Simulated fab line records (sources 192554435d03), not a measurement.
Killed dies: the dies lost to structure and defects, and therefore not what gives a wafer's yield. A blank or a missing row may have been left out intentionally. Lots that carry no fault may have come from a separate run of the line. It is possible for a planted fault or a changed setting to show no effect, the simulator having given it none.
Chamber matching | flow n5 finfet | 3 sister chambers for N5_BEOL_M12_DEP_53 on pecvd-02
The step deposits SiCN from 3MS/NH3, target thk 30 nm, time 10.5 s. 14 wafers are shown with their chamber, then 7 later ones without.

## EACH WAFER AND ITS CHAMBER
wafer  | chamber | throttle valve pct (%) | showerhead plenum p Torr (Torr) | rf fwd power W (W)
L074.2 | 0       | 17.7                   | 4.157                           | 667.3
L074.3 | 0       | 17.5                   | 4.171                           | 664.3
L074.4 | 1       | 18.9                   | 4.151                           | 664.8
L077.4 | 1       | 19.2                   | 4.144                           | 664.2
L077.5 | 2       | 17.3                   | 4.115                           | 668.1
L077.6 | 0       | 17.5                   | 4.160                           | 667.6
L081.3 | 2       | 17.5                   | 4.106                           | 663.3
L081.5 | 1       | 19.0                   | 4.153                           | 663.5
L081.6 | 2       | 17.3                   | 4.101                           | 665.4
L082.2 | 2       | 17.6                   | 4.107                           | 665.1
L082.4 | 2       | 17.4                   | 4.115                           | 663.1
L082.5 | 0       | 17.5                   | 4.163                           | 666.8
L091.1 | 1       | 19.0                   | 4.145                           | 659.8
L091.3 | 0       | 17.7                   | 4.178                           | 670.1

SIGNATURES (means of the wafers above)
reading                  | chamber 0 | chamber 1 | chamber 2 | scatter within a chamber
throttle valve pct       | 17.580    | 19.025    | 17.420    | 0.122
showerhead plenum p Torr | 4.16580   | 4.14825   | 4.10880   | 0.00676
rf fwd power W           | 667.220   | 663.075   | 665.000   | 2.1
Rule: distance of a wafer from a chamber = root of the sum over the readings of ((wafer's reading minus chamber's mean) / reading's scatter) squared. The wafer belongs to the nearest chamber; if the next one is less than 2 further off, it can't be placed. The scatter is the square root of a quotient: the sum, over the shown wafers, of each reading's squared deviation from its chamber's mean, divided by wafers minus chambers.

## WAFERS MISSING THEIR CHAMBER
wafer  | throttle valve pct (%) | showerhead plenum p Torr (Torr) | rf fwd power W (W)
L091.6 | 19.0                   | 4.151                           | 661.3
L095.2 | 17.6                   | 4.161                           | 664.5
L095.3 | 17.6                   | 4.107                           | 658.9
L095.6 | 17.7                   | 4.177                           | 662.8
L096.4 | 19.0                   | 4.151                           | 660.1
L096.5 | 17.8                   | 4.105                           | 667.0
L096.6 | 19.1                   | 4.151                           | 664.0

## EACH ONE'S CHAMBER
wafer  | from the rows above | in truth
L091.6 | 1                   | 1
L095.2 | 0                   | 0
L095.3 | 2                   | 2
L095.6 | 0                   | 0
L096.4 | 1                   | 1
L096.5 | 2                   | 2
L096.6 | 1                   | 1
Correctly placed: 7 of 7. Left unplaced by these rows: 0. Placed wrongly: 0.
